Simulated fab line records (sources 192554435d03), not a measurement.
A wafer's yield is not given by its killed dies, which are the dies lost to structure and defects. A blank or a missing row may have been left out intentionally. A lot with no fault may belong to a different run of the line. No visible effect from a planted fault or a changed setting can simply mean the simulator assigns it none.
Which of the tools did it? + flow n5_finfet + Sampling: 22 lots, 66 wafers, 4 of 1938 route steps

WHAT THE GAUGES READ, wafer by wafer
N5_BEOL_M1_THK_MEAS_01. Usual: M1_ILD_THK 79.0 nm, standard deviation 1.
| lot  | measured     | on            | M1_ILD_THK (nm) | flag |
|------|--------------|---------------|-----------------|------|
| L074 | day 6 01:14  | film_metro-02 | 78.8 79.8 79.2  |      |
| L075 | day 6 05:17  | film_metro-02 | 78.6 79.3 80.5  |      |
| L076 | day 6 10:42  | film_metro-02 | 77.0 79.1 79.8  |      |
| L077 | day 6 18:35  | film_metro-01 | 77.6 79.4 79.7  |      |
| L078 | day 6 20:56  | film_metro-01 | 79.4 79.0 79.7  |      |
| L079 | day 7 12:53  | film_metro-02 | 77.5 78.3 79.2  |      |
| L081 | day 7 19:52  | film_metro-02 | 77.6 80.2 80.2  |      |
| L082 | day 8 04:43  | film_metro-01 | 77.1 77.8 78.3  |      |
| L083 | day 8 06:23  | film_metro-01 | 78.0 79.5 78.8  |      |
| L084 | day 8 15:04  | film_metro-01 | 78.0 79.0 79.4  |      |
| L085 | day 8 22:04  | film_metro-02 | 78.3 78.0 79.6  |      |
| L086 | day 9 02:26  | film_metro-01 | 78.0 80.0 80.0  |      |
| L087 | day 9 08:28  | film_metro-02 | 78.2 79.0 78.2  |      |
| L088 | day 9 18:18  | film_metro-01 | 78.3 78.4 81.2  |      |
| L089 | day 9 17:38  | film_metro-01 | 77.7 78.5 78.7  |      |
| L090 | day 9 22:28  | film_metro-01 | 78.2 77.7 80.2  |      |
| L091 | day 10 12:34 | film_metro-02 | 78.7 79.7 80.5  |      |
| L092 | day 10 15:29 | film_metro-01 | 78.1 79.6 79.9  |      |
| L093 | day 10 16:53 | film_metro-02 | 80.0 78.9 79.5  |      |
| L095 | day 11 02:17 | film_metro-02 | 80.0 78.2 80.9  |      |
| L096 | day 11 15:27 | film_metro-01 | 79.9 79.2 81.1  |      |
| L097 | day 11 17:11 | film_metro-02 | 78.2 77.8 79.2  |      |

EACH LOT AND THE TOOL THAT RAN IT (in order: tool; ch and the chambers of the sampled wafers; start)
| lot  | N5_BEOL_M0_SAQP_ETCH_107           | N5_BEOL_M0_ETCH_128                | N5_BEOL_M0_PRE_CLEAN_131         |
|------|------------------------------------|------------------------------------|----------------------------------|
| L074 | rie_diel-01 ch 0,1, day 5 15:24    | rie_diel-03 ch 0,2, day 5 21:41    | cvd_co-01 ch 1,2, day 6 00:53    |
| L075 | rie_diel-02 ch 0,1,2, day 5 21:32  | rie_diel-05 ch 0,1,3, day 6 02:00  | cvd_co-01 ch 0,1, day 6 04:55    |
| L076 | rie_diel-02 ch 0,1,3, day 6 01:53  | rie_diel-04 ch 0,1,3, day 6 06:19  | cvd_co-02 ch 0,2, day 6 10:17    |
| L077 | rie_diel-06 ch 0,1,3, day 6 10:00  | rie_diel-05 ch 0,2,3, day 6 15:20  | cvd_co-01 ch 0,1, day 6 18:14    |
| L078 | rie_diel-06 ch 0,1,2, day 6 12:26  | rie_diel-03 ch 0,2, day 6 16:25    | cvd_co-02 ch 0,2, day 6 20:35    |
| L079 | rie_diel-01 ch 2,3, day 7 04:10    | rie_diel-03 ch 0,2, day 7 09:00    | cvd_co-01 ch 0,2, day 7 12:32    |
| L081 | rie_diel-02 ch 0,1,2, day 7 10:38  | rie_diel-03 ch 1,2,3, day 7 15:37  | cvd_co-02 ch 0,1, day 7 19:29    |
| L082 | rie_diel-02 ch 0,1, day 7 20:03    | rie_diel-05 ch 2,3, day 8 00:29    | cvd_co-02 ch 0,1,2, day 8 04:22  |
| L083 | rie_diel-01 ch 1,2, day 7 22:42    | rie_diel-04 ch 1,3, day 8 03:40    | cvd_co-02 ch 0,1,2, day 8 06:02  |
| L084 | rie_diel-06 ch 2,3, day 8 02:32    | rie_diel-04 ch 1,2,3, day 8 10:59  | cvd_co-01 ch 0,1,2, day 8 14:43  |
| L085 | rie_diel-01 ch 1,2,3, day 8 14:26  | rie_diel-03 ch 1,2,3, day 8 19:24  | cvd_co-02 ch 0,1, day 8 21:42    |
| L086 | rie_diel-06 ch 0,1,3, day 8 17:16  | rie_diel-04 ch 0,2, day 8 21:50    | cvd_co-01 ch 0,1,2, day 9 02:04  |
| L087 | rie_diel-01 ch 1,2, day 8 20:34    | rie_diel-03 ch 1,2,3, day 9 05:01  | cvd_co-02 ch 0,1,2, day 9 08:07  |
| L088 | rie_diel-02 ch 0,1, day 9 08:07    | rie_diel-03 ch 1,2,3, day 9 13:44  | cvd_co-01 ch 0,1, day 9 17:55    |
| L089 | rie_diel-06 ch 0,2,3, day 9 09:11  | rie_diel-05 ch 0,1,2, day 9 13:25  | cvd_co-02 ch 0,1,2, day 9 17:15  |
| L090 | rie_diel-06 ch 0,1,3, day 9 13:22  | rie_diel-04 ch 1,2,3, day 9 18:04  | cvd_co-01 ch 0,1,2, day 9 22:05  |
| L091 | rie_diel-06 ch 0,2, day 10 01:31   | rie_diel-04 ch 0,2,3, day 10 08:32 | cvd_co-01 ch 0,1, day 10 12:11   |
| L092 | rie_diel-02 ch 0,3, day 10 05:30   | rie_diel-04 ch 1,2, day 10 12:32   | cvd_co-01 ch 0,1,2, day 10 15:08 |
| L093 | rie_diel-02 ch 1,2,3, day 10 05:58 | rie_diel-03 ch 0,3, day 10 12:39   | cvd_co-02 ch 0,1,2, day 10 16:32 |
| L095 | rie_diel-01 ch 0,1,3, day 10 15:41 | rie_diel-05 ch 0,3, day 10 21:32   | cvd_co-02 ch 0,1,2, day 11 01:55 |
| L096 | rie_diel-06 ch 1,2, day 11 04:19   | rie_diel-03 ch 0,3, day 11 10:06   | cvd_co-01 ch 0,1,2, day 11 15:06 |
| L097 | rie_diel-02 ch 0,1,2, day 11 07:44 | rie_diel-03 ch 0,1,3, day 11 13:40 | cvd_co-01 ch 0,2, day 11 16:50   |
- N5_BEOL_M0_SAQP_ETCH_107: etches SiNx in CH3F/O2, target depth 30 nm.
- N5_BEOL_M0_ETCH_128: etches SiCN in CF4/N2, target depth 12 nm, overetch 5.1 nm, time 21.4 s.
- N5_BEOL_M0_PRE_CLEAN_131: time 15 s.

AS READ BY THE TOOLS THEMSELVES (means over the sampled wafers that have a number; for cases with no such wafer, the mark the record gives instead)
N5_BEOL_M0_SAQP_ETCH_107. Usual: drypump_motor_current_A 5.4 A, standard deviation 0.47; mfc_ar_sccm 150.0 sccm, standard deviation 0.47; oes_product_au 0.75 a.u., standard deviation 0.055; rf_vpp_V 296 V, standard deviation 3.6; showerhead_plenum_p_Torr 1.97 Torr, standard deviation 0.077; throttle_valve_pct 16.34 %, standard deviation 0.19.
| lot  | tool        | drypump_motor_current_A (A) | mfc_ar_sccm (sccm) | oes_product_au (a.u.) | rf_vpp_V (V) | showerhead_plenum_p_Torr (Torr) | throttle_valve_pct (%) | flag |
|------|-------------|-----------------------------|--------------------|-----------------------|--------------|---------------------------------|------------------------|------|
| L074 | rie_diel-01 | 4.9                         | 150.2              | 0.75                  | 297          | 2.01                            | 16.44                  |      |
| L075 | rie_diel-02 | 5.6                         | 150.1              | 0.82                  | 296          | 1.99                            | 16.12                  |      |
| L076 | rie_diel-02 | 5.8                         | 151.0              | 0.83                  | 296          | 2.02                            | 16.12                  |      |
| L077 | rie_diel-06 | 5.3                         | 149.3              | 0.73                  | 297          | 1.95                            | 16.43                  |      |
| L078 | rie_diel-06 | 5.2                         | 149.9              | 0.77                  | 295          | 1.96                            | 16.45                  |      |
| L079 | rie_diel-01 | 6.1                         | 149.7              | 0.72                  | 297          | 1.99                            | 16.28                  |      |
| L081 | rie_diel-02 | 5.5                         | 149.5              | 0.81                  | 295          | 1.99                            | 16.15                  |      |
| L082 | rie_diel-02 | 5.6                         | 149.7              | 0.84                  | 297          | 2.05                            | 16.06                  |      |
| L083 | rie_diel-01 | 5.2                         | 150.2              | 0.72                  | 297          | 2.05                            | 16.49                  |      |
| L084 | rie_diel-06 | 5.4                         | 149.6              | 0.70                  | 293          | 1.90                            | 16.35                  |      |
| L085 | rie_diel-01 | 5.6                         | 150.0              | 0.71                  | 296          | 2.02                            | 16.45                  |      |
| L086 | rie_diel-06 | 5.4                         | 149.7              | 0.72                  | 296          | 1.94                            | 16.46                  |      |
| L087 | rie_diel-01 | 5.2                         | 149.5              | 0.71                  | 297          | 2.05                            | 16.50                  |      |
| L088 | rie_diel-02 | 5.6                         | 149.7              | 0.83                  | 298          | 2.05                            | 16.08                  |      |
| L089 | rie_diel-06 | 5.4                         | 150.0              | 0.71                  | 295          | 1.94                            | 16.48                  |      |
| L090 | rie_diel-06 | 5.3                         | 150.1              | 0.71                  | 296          | 1.94                            | 16.47                  |      |
| L091 | rie_diel-06 | 5.2                         | 149.9              | 0.72                  | 294          | 1.95                            | 16.50                  |      |
| L092 | rie_diel-02 | 5.7                         | 150.6              | 0.79                  | 299          | 2.04                            | 16.23                  |      |
| L093 | rie_diel-02 | 5.8                         | 150.3              | 0.76                  | 296          | 1.94                            | 16.29                  |      |
| L095 | rie_diel-01 | 5.3                         | 150.0              | 0.72                  | 296          | 1.96                            | 16.46                  |      |
| L096 | rie_diel-06 | 5.0                         | 149.6              | 0.74                  | 290          | 1.92                            | 16.42                  |      |
| L097 | rie_diel-02 | 5.5                         | 149.9              | 0.78                  | 297          | 1.98                            | 16.19                  |      |

N5_BEOL_M0_ETCH_128. Usual: drypump_motor_current_A 6.0 A, standard deviation 0.39; mfc_ar_sccm 100.03 sccm, standard deviation 0.3; oes_product_au 0.55 a.u., standard deviation 0.065; rf_vpp_V 382.2 V, standard deviation 1.4; showerhead_plenum_p_Torr 2.20 Torr, standard deviation 0.054; throttle_valve_pct 15.48 %, standard deviation 0.28.
| lot  | tool        | drypump_motor_current_A (A) | mfc_ar_sccm (sccm) | oes_product_au (a.u.) | rf_vpp_V (V) | showerhead_plenum_p_Torr (Torr) | throttle_valve_pct (%) | flag |
|------|-------------|-----------------------------|--------------------|-----------------------|--------------|---------------------------------|------------------------|------|
| L074 | rie_diel-03 | 5.6                         | 99.99              | 0.58                  | 383.7        | 2.26                            | 15.68                  |      |
| L075 | rie_diel-05 | 6.1                         | 99.65              | 0.52                  | 382.1        | 2.20                            | 15.56                  |      |
| L076 | rie_diel-04 | 5.9                         | 100.12             | 0.48                  | 381.6        | 2.19                            | 15.60                  |      |
| L077 | rie_diel-05 | 6.2                         | 100.15             | 0.54                  | 381.7        | 2.20                            | 15.35                  |      |
| L078 | rie_diel-03 | 5.7                         | 100.05             | 0.56                  | 383.2        | 2.25                            | 15.70                  |      |
| L079 | rie_diel-03 | 5.6                         | 100.27             | 0.56                  | 383.1        | 2.25                            | 15.71                  |      |
| L081 | rie_diel-03 | 6.1                         | 99.77              | 0.57                  | 382.6        | 2.22                            | 15.59                  |      |
| L082 | rie_diel-05 | 6.2                         | 99.84              | 0.51                  | 382.4        | 2.24                            | 15.63                  |      |
| L083 | rie_diel-04 | 6.1                         | 100.17             | 0.48                  | 381.3        | 2.16                            | 15.61                  |      |
| L084 | rie_diel-04 | 6.0                         | 99.98              | 0.54                  | 381.8        | 2.15                            | 15.46                  |      |
| L085 | rie_diel-03 | 6.1                         | 100.09             | 0.56                  | 382.7        | 2.22                            | 15.61                  |      |
| L086 | rie_diel-04 | 5.3                         | 100.17             | 0.66                  | 382.4        | 2.20                            | 15.02                  |      |
| L087 | rie_diel-03 | 6.1                         | 100.33             | 0.55                  | 382.4        | 2.22                            | 15.62                  |      |
| L088 | rie_diel-03 | 6.1                         | 99.96              | 0.55                  | 382.7        | 2.22                            | 15.61                  |      |
| L089 | rie_diel-05 | 6.2                         | 99.86              | 0.59                  | 381.0        | 2.15                            | 15.22                  |      |
| L090 | rie_diel-04 | 5.9                         | 100.09             | 0.59                  | 383.4        | 2.24                            | 15.30                  |      |
| L091 | rie_diel-04 | 5.7                         | 99.86              | 0.64                  | 383.0        | 2.26                            | 15.17                  |      |
| L092 | rie_diel-04 | 5.5                         | 99.87              | 0.57                  | 381.4        | 2.17                            | 15.20                  |      |
| L093 | rie_diel-03 | 6.0                         | 100.27             | 0.55                  | 382.9        | 2.23                            | 15.53                  |      |
| L095 | rie_diel-05 | 6.2                         | 100.38             | 0.51                  | 383.5        | 2.23                            | 15.62                  |      |
| L096 | rie_diel-03 | 5.9                         | 100.05             | 0.55                  | 382.9        | 2.22                            | 15.55                  |      |
| L097 | rie_diel-03 | 6.2                         | 99.70              | 0.56                  | 381.7        | 2.20                            | 15.53                  |      |

N5_BEOL_M0_PRE_CLEAN_131. Usual: 96 W for heater_power_w, sd 22.
| lot  | tool      | heater_power_w (W) | flag |
|------|-----------|--------------------|------|
| L074 | cvd_co-01 | 86                 |      |
| L075 | cvd_co-01 | 72                 |      |
| L076 | cvd_co-02 | 125                |      |
| L077 | cvd_co-01 | 80                 |      |
| L078 | cvd_co-02 | 125                |      |
| L079 | cvd_co-01 | 77                 |      |
| L081 | cvd_co-02 | 108                |      |
| L082 | cvd_co-02 | 116                |      |
| L083 | cvd_co-02 | 115                |      |
| L084 | cvd_co-01 | 80                 |      |
| L085 | cvd_co-02 | 107                |      |
| L086 | cvd_co-01 | 79                 |      |
| L087 | cvd_co-02 | 116                |      |
| L088 | cvd_co-01 | 74                 |      |
| L089 | cvd_co-02 | 115                |      |
| L090 | cvd_co-01 | 79                 |      |
| L091 | cvd_co-01 | 74                 |      |
| L092 | cvd_co-01 | 79                 |      |
| L093 | cvd_co-02 | 116                |      |
| L095 | cvd_co-02 | 118                |      |
| L096 | cvd_co-01 | 80                 |      |
| L097 | cvd_co-01 | 78                 |      |

THE ANSWER, worked out from the rows above alone
Rule: lot off if the mean of its wafers having a number is beyond 3 standard deviations from the usual mean. A lot without any number at a reading at which 4 lots or more have one is off too. The other lots that the step has rows for count as sound. The gauges are gone through in route order, then the tools' own readings, and for those a lot's mean is taken as printed above. The first step at which some lot is off is used, and at that step the reading that is off furthest; a lot without a number counts as furthest.
No lot is off at any reading shown: from this, nothing can be told.

WHAT HAD BEEN PUT IN BY THE SIMULATOR
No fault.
